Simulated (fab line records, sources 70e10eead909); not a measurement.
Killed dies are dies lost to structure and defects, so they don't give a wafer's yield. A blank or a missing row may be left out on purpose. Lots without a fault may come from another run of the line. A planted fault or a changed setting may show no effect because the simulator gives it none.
Which tool did it? | flow nand_harc | 6 lots, 18 wafers sampled, at 5 steps of a route of 1159

WHAT THE GAUGES READ, wafer by wafer
NHARC_END_SORT_01.
lot  | measured     | on        | killed_at_other
L326 | day 21 08:16 | prober-01 | 2 4 1
L332 | day 22 23:22 | prober-01 | 0 0 0

WHICH TOOL RAN EACH LOT (tool, then ch and the chambers of the sampled wafers, then the start)
lot  | NHARC_P_ZERO_WELL_DESCUM_13       | NHARC_P_ZERO_WELL_IMPLANT_40   | NHARC_P_STI_ETCH_31                           | NHARC_P_GATE_STRIP_75
L319 | rie_diel-10 ch 0,2,3, day 2 01:16 | implanter-01 ch 0, day 2 04:30 | rie_diel-04 ch 0,1,2, day 6 07:14 or earlier  | plasma_asher-02 ch 0, day 6 07:14
L321 | rie_diel-10 ch 0,1,2, day 2 13:25 | implanter-02 ch 0, day 2 16:31 | rie_diel-04 ch 0,1, day 6 02:52 or earlier    | plasma_asher-01 ch 0,1, day 6 02:52
L326 | rie_diel-03 ch 0,1,2, day 3 19:25 | implanter-01, day 3 22:30      | -                                             | -
L332 | rie_diel-01 ch 0,1,2, day 5 07:38 | implanter-01 ch 0, day 5 10:50 | rie_diel-04 ch 0,1, day 9 05:47 or earlier    | plasma_asher-01 ch 0, day 9 05:47
L334 | rie_diel-01 ch 2,3, day 5 19:24   | implanter-01 ch 0, day 5 22:34 | rie_diel-04 ch 1,3, day 9 13:13 or earlier    | plasma_asher-02 ch 0,1, day 9 13:13
L340 | rie_diel-03 ch 0,1,2, day 7 07:25 | implanter-01 ch 0, day 7 10:38 | rie_diel-08 ch 1,2,3, day 11 00:35 or earlier | plasma_asher-01 ch 0,1, day 11 00:35
- NHARC_P_ZERO_WELL_DESCUM_13: chemistry O2, time 3 s.
- NHARC_P_ZERO_WELL_IMPLANT_40
- NHARC_P_STI_ETCH_31: etches the open film in CF4/CHF3, target depth 108.9 nm, time 54.5 s.
- NHARC_P_GATE_STRIP_75: strips in O2.

THE ANSWER, worked out from the rows above alone
Rule: what is usual is taken from the lots themselves. Put in order of their means at a reading, lots are off if they are a third of the lots or fewer, leave a main group of 4 or more, and stand apart from it by a gap of 3 or more times the standard deviation of the main group's means; of several such gaps the widest counts. A main group whose means are all the same, to the digits that the tables above print for the reading, isn't used. A lot without any number at a reading at which 4 lots or more have one is off too. The other lots that the step has rows for count as sound.
No lot is off at any reading shown: from this, nothing can be told.

WHAT THE SIMULATOR HAD PUT IN
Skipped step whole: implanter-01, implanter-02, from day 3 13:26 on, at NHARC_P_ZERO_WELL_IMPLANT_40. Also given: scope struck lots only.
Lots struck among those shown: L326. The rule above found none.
